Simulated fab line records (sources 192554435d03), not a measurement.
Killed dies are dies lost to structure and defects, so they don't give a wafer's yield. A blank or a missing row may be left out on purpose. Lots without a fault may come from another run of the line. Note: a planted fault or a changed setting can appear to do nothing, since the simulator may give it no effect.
Which tool did it? | flow n5_finfet | at 1 step of a route of 1938, 12 lots with 36 wafers sampled

## WHAT EACH GAUGE READ, for each wafer
N5_BEOL_M4_CD_MEAS_18: pitch 36 nm, target cd 18 nm.
lot  | measured     | on        | cd_nm (nm)
L075 | day 8 17:32  | cd_sem-03 | 17.0 18.0 17.5
L076 | day 8 20:51  | cd_sem-01 | 19.1 18.1 18.6
L080 | day 8 21:44  | cd_sem-02 | 18.2 17.8 18.4
L081 | day 9 03:16  | cd_sem-01 | 18.1 18.1 18.2
L082 | day 9 20:58  | cd_sem-03 | 18.2 17.5 17.5
L085 | day 10 20:28 | cd_sem-01 | 17.9 17.6 17.7
L088 | day 11 07:53 | cd_sem-02 | 17.6 18.5 17.8
L087 | day 11 20:35 | cd_sem-02 | 18.2 18.4 17.9
L090 | day 12 01:31 | cd_sem-01 | 18.1 18.2 18.0
L093 | day 12 09:31 | cd_sem-03 | 17.6 18.2 17.7
L096 | day 13 05:01 | cd_sem-02 | 17.5 18.5 19.0
L097 | day 13 23:30 | cd_sem-03 | 18.4 18.0 17.4

## TOOL THAT RAN EACH LOT (tool first, then ch and the chambers of the sampled wafers, then the start)
The record shows no process step preceding these readings.

## THE ANSWER, worked out from the rows above alone
Rule: usual is defined by the lots themselves. Put in order of their means at a reading, lots are off if they are a third of the lots or fewer, leave a main group of 4 or more, and stand apart from it by a gap of 3 or more times the standard deviation of the main group's means; of several such gaps the widest counts. Not used: any main group whose means are identical at the precision the tables above print for the reading. Also off: a lot with no number at a reading for which 4 or more lots have one. Where the step has rows for the other lots, those lots are counted as sound.
None of the lots is off at any reading shown; this tells nothing.

## WHAT THE SIMULATOR PUT IN
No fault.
